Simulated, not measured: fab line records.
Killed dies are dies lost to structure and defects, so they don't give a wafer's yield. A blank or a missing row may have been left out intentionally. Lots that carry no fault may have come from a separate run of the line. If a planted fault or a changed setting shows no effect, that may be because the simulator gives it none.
Lot-split experiment    flow n5Finfet    7 lots, 21 wafers read, on a route of 1938 steps

== ON THE SPLIT ==
At N5_SD_EPI_P_COAT_34 (time 60 s, resist thk 350 nm), the setting spinRpm was moved away from the recipe's 1500 rpm on 5 of the 21 wafers read, by -6.7% to +5.2%. All remaining wafers had this setting at the recipe value.

The reading comes from the split's own step.

== THE READING ==
SOC_of_SD_EPI_P_COAT_34.thkNm (the simulator's own value, which no gauge read), in nm, at N5_SD_EPI_P_COAT_34 (time 60 s, resist thk 350 nm). The file gives no usual value for it. Average 349.9 nm, standard deviation 1.2 nm, over the 16 wafers here run with the recipe.

wafer   tool, chamber at the split  spinRpm as run, rpm  against the recipe  SOC_of_SD_EPI_P_COAT_34.thkNm, nm  against lot-mates on the recipe
L074.3  lithoTrack-02, 0            1500                 recipe              351                                -
L074.4  lithoTrack-02, 0            1500                 recipe              350.6                              -
L074.5  lithoTrack-02, 0            1500                 recipe              352.2                              -
L080.1  lithoTrack-01, 0            1500                 recipe              349.8                              -
L080.2  lithoTrack-01, 0            1400                 -6.7%               361                                +11.2
L080.3  lithoTrack-01, 0            1400                 -6.7%               361.6                              +11.8
L083.1  lithoTrack-01, 0            1500                 recipe              347.2                              -
L083.4  lithoTrack-01, 0            1500                 recipe              349.2                              -
L083.6  lithoTrack-01, 0            1500                 recipe              348.6                              -
L087.2  lithoTrack-01, 0            1500                 recipe              349.2                              -
L087.4  lithoTrack-01, 0            1500                 recipe              349.8                              -
L087.6  lithoTrack-01, 0            1500                 recipe              350.4                              -
L090.3  lithoTrack-04, 0            1500                 recipe              351                                -
L090.6  lithoTrack-04, 0            1500                 recipe              351                                -
L090.4  lithoTrack-04, 0            1500                 recipe              349.4                              -
L091.1  lithoTrack-01, 0            1500                 recipe              348.8                              -
L091.5  lithoTrack-01, 0            1500                 recipe              349.2                              -
L091.6  lithoTrack-01, 0            1408                 -6.1%               360.8                              +11.8
L094.1  lithoTrack-02, 0            1578                 +5.2%               341.8                              -9.2
L094.3  lithoTrack-02, 0            1578                 +5.2%               342.2                              -8.8
L094.4  lithoTrack-02, 0            1500                 recipe              351                                -

FIT RESULTS
A straight line over all 21 wafers: SOC_of_SD_EPI_P_COAT_34.thkNm changes by -1.66 nm for each +1% of spinRpm; r = -0.98; the points scatter about the line by 1.1 nm.
The same after taking each lot's own level away (the mean of its wafers on the recipe; 21 wafers): -1.77 nm for each +1%; r = -0.99; scatter 0.62 nm.
According to that fit, moving spinRpm by its largest amount changes the reading by 12 nm.
Across the lots, their own levels run from 348.33 to 351.27 nm, a range of 2.5 times the standard deviation given above.
The two slopes are in agreement: the lot-to-lot level therefore moves the slope only a little.
Check: with one of the wafers moved furthest among these (-6.7%) left out of the fit, the line predicts +12 nm for it against its lot-mates. It came out at +11.2 nm against them.

== THE OTHER SPLITS THESE WAFERS WENT THROUGH ==
Note: prior to the reading, these wafers also went through further splits. Each is held against what the fit with the lots' levels taken away leaves over:
other split on the same wafers  wafers away from the commonest value  r with SOC_of_SD_EPI_P_COAT_34.thkNm (lot level and that fit taken away)
N5_DUMMY_GATE_EXPOSE_12 doseMj  7                                     +0.06
N5_SD_EPI_N_EPI_21 timeS        11                                    -0.04

== FILE'S OWN FIT ==
SOC_of_SD_EPI_P_COAT_34.thkNm changes by -1.8 nm for each +1% of spinRpm, r = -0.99.
